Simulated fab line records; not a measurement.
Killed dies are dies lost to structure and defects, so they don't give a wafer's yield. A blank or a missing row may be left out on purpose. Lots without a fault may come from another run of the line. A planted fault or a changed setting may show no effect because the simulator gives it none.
Which tool is to blame? || flow n5 finfet || Sampling: 10 lots, 29 wafers, 3 of 1938 route steps

## WHAT THE GAUGES READ, wafer by wafer
N5_BEOL_M4_RC_MEAS_101.
{"lot": "L191", "measured": "day 7 18:44", "on": "prober-02", "RS_PWELL (ohm/sq)": "2997 2999 3001"}
{"lot": "L193", "measured": "day 8 11:07", "on": "prober-01", "RS_PWELL (ohm/sq)": "3013 3035 3056"}
{"lot": "L195", "measured": "day 8 23:14", "on": "prober-01", "RS_PWELL (ohm/sq)": "2998 2977 2981"}
{"lot": "L196", "measured": "day 9 02:27", "on": "prober-02", "RS_PWELL (ohm/sq)": "3018 3030 3035"}
{"lot": "L197", "measured": "day 9 08:35", "on": "prober-02", "RS_PWELL (ohm/sq)": "3033 3005 3011"}
{"lot": "L201", "measured": "day 10 11:20", "on": "prober-02", "RS_PWELL (ohm/sq)": "3926 3969 3923"}
{"lot": "L203", "measured": "day 11 00:10", "on": "prober-02", "RS_PWELL (ohm/sq)": "3913 3911"}
{"lot": "L211", "measured": "day 12 17:35", "on": "prober-02", "RS_PWELL (ohm/sq)": "3009 2998 3030"}
{"lot": "L212", "measured": "day 12 22:13", "on": "prober-02", "RS_PWELL (ohm/sq)": "3009 3011 3015"}
{"lot": "L213", "measured": "day 13 20:10", "on": "prober-01", "RS_PWELL (ohm/sq)": "3026 3055 3020"}

## WHAT TOOL EACH LOT RAN ON (gives the tool, then ch and the chambers of the sampled wafers, and finally the start)
{"lot": "L191", "N5_ZERO_LAYER_PECVD_02": "pecvd-04 ch 0,2, day 1 12:17", "N5_WELL_APT_IMPLANT_31": "implanter-02 ch 0, day 1 15:14"}
{"lot": "L193", "N5_ZERO_LAYER_PECVD_02": "pecvd-04 ch 0,1,2, day 2 00:17", "N5_WELL_APT_IMPLANT_31": "implanter-02 ch 0, day 2 03:25"}
{"lot": "L195", "N5_ZERO_LAYER_PECVD_02": "pecvd-04 ch 0,2, day 2 12:18", "N5_WELL_APT_IMPLANT_31": "implanter-02 ch 0, day 2 15:04"}
{"lot": "L196", "N5_ZERO_LAYER_PECVD_02": "pecvd-04 ch 1,2, day 2 18:18", "N5_WELL_APT_IMPLANT_31": "implanter-01 ch 0, day 2 21:33"}
{"lot": "L197", "N5_ZERO_LAYER_PECVD_02": "pecvd-02 ch 0,1, day 3 00:19", "N5_WELL_APT_IMPLANT_31": "implanter-02 ch 0, day 3 03:48"}
{"lot": "L201", "N5_ZERO_LAYER_PECVD_02": "pecvd-01 ch 0,1, day 4 00:17", "N5_WELL_APT_IMPLANT_31": "implanter-02 ch 0, day 4 03:40"}
{"lot": "L203", "N5_ZERO_LAYER_PECVD_02": "pecvd-02 ch 1,2, day 4 12:17", "N5_WELL_APT_IMPLANT_31": "implanter-02 ch 0, day 4 15:20"}
{"lot": "L211", "N5_ZERO_LAYER_PECVD_02": "pecvd-02 ch 0,1,2, day 6 12:17", "N5_WELL_APT_IMPLANT_31": "implanter-01 ch 0, day 6 15:16"}
{"lot": "L212", "N5_ZERO_LAYER_PECVD_02": "pecvd-04 ch 0,1,2, day 6 18:17", "N5_WELL_APT_IMPLANT_31": "implanter-02 ch 0, day 6 21:12"}
{"lot": "L213", "N5_ZERO_LAYER_PECVD_02": "pecvd-02 ch 1,2, day 7 00:17", "N5_WELL_APT_IMPLANT_31": "implanter-01 ch 0, day 7 03:16"}
- N5_ZERO_LAYER_PECVD_02: deposits SiO2 from SiH4/N2O, target thk 10 nm, time 6 s.
- N5_WELL_APT_IMPLANT_31

## THE ANSWER, worked out from the rows above alone
Rule: usual is defined by the lots themselves. The widest of any qualifying gaps counts: lots, ordered by their means at a reading, are off when they make up no more than a third of the lots, leave a main group of 4 or more, and stand apart from it by 3 or more times the standard deviation of that group's means. A main group whose means are all the same, to the digits that the tables above print for the reading, isn't used. Also off: a lot with no number at a reading for which 4 or more lots have one. The other lots that the step has rows for count as sound.
Off: L201, L203, seen at N5_BEOL_M4_RC_MEAS_101 (RS_PWELL). The main group: mean 3015 ohm/sq, standard deviation 16.
A tool fits if, at a process step before that reading, it ran every lot that is off, and no sound lot after the first of them. Those tools and the gauges at N5_BEOL_M4_RC_MEAS_101 are tried in the same way. Of those tried, none fits.

## WHAT WAS PUT IN BY THE SIMULATOR
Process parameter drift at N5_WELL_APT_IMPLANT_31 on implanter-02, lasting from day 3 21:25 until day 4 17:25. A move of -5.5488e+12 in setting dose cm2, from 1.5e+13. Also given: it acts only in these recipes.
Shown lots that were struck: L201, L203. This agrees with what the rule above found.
